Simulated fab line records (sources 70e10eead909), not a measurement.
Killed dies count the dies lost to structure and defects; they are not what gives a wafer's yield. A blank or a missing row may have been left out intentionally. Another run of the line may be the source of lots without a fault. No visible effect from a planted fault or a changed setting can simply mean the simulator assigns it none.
Chamber matching	flow nandHarc	NHARC_P_BONDPAD_ETCH_12 on rieDiel-01 has 4 sister chambers
The step etches the open film in CHF3/O2, target depth 200 nm, time 100 s. 14 wafers are shown with their chamber, then 7 later ones without.

WAFERS PAIRED WITH THEIR CHAMBERS
wafer	chamber	drypumpMotorCurrentA (A)	rfVppV (V)	oesProductAu (a.u.)
L353.3	0	5.95	374.4	0.928
L353.4	1	6.42	367.1	0.932
L353.5	3	6.05	369.9	0.929
L354.2	3	6.06	369.2	0.925
L354.3	2	5.97	372.5	0.931
L354.6	2	5.97	372.3	0.934
L355.2	1	6.41	369.2	0.969
L355.4	3	6.07	370.0	0.955
L355.5	3	6.04	369.9	0.958
L367.1	3	6.04	369.8	0.931
L367.3	0	5.92	373.9	0.922
L367.4	2	5.96	372.2	0.922
L371.2	1	6.38	367.9	0.970
L371.5	3	6.05	369.7	0.962

SIGNATURES, as means of the wafers listed above
reading	chamber 0	chamber 1	chamber 2	chamber 3	scatter within a chamber
drypumpMotorCurrentA	5.9350	6.4033	5.9667	6.0517	0.0144
rfVppV	374.150	368.067	372.333	369.750	0.532
oesProductAu	0.92500	0.95700	0.92900	0.94333	0.0156
Rule: a wafer lies at a distance from a chamber equal to the root of the sum of squares, over the readings, of (its reading less the chamber's mean, divided by the reading's scatter). The wafer belongs to the nearest chamber; if the next one is less than 2 further off, it can't be placed. The scatter is the square root of a quotient: the sum, over the shown wafers, of each reading's squared deviation from its chamber's mean, divided by wafers minus chambers.

WAFERS MISSING THEIR CHAMBER
wafer	drypumpMotorCurrentA (A)	rfVppV (V)	oesProductAu (a.u.)
L371.6	5.88	373.7	0.959
L374.3	6.07	369.5	0.950
L374.4	5.95	374.7	0.946
L374.6	5.97	371.7	0.969
L375.2	6.07	370.3	0.925
L375.3	6.41	365.8	0.923
L375.5	5.88	374.2	0.914

THE CHAMBER EACH PASSED THROUGH
wafer	from the rows above	in truth
L371.6	0	0
L374.3	3	3
L374.4	0	0
L374.6	2	2
L375.2	3	3
L375.3	1	1
L375.5	0	0
Correctly placed: 7 of 7. Number that these rows cannot place: 0. 0 placed wrongly.
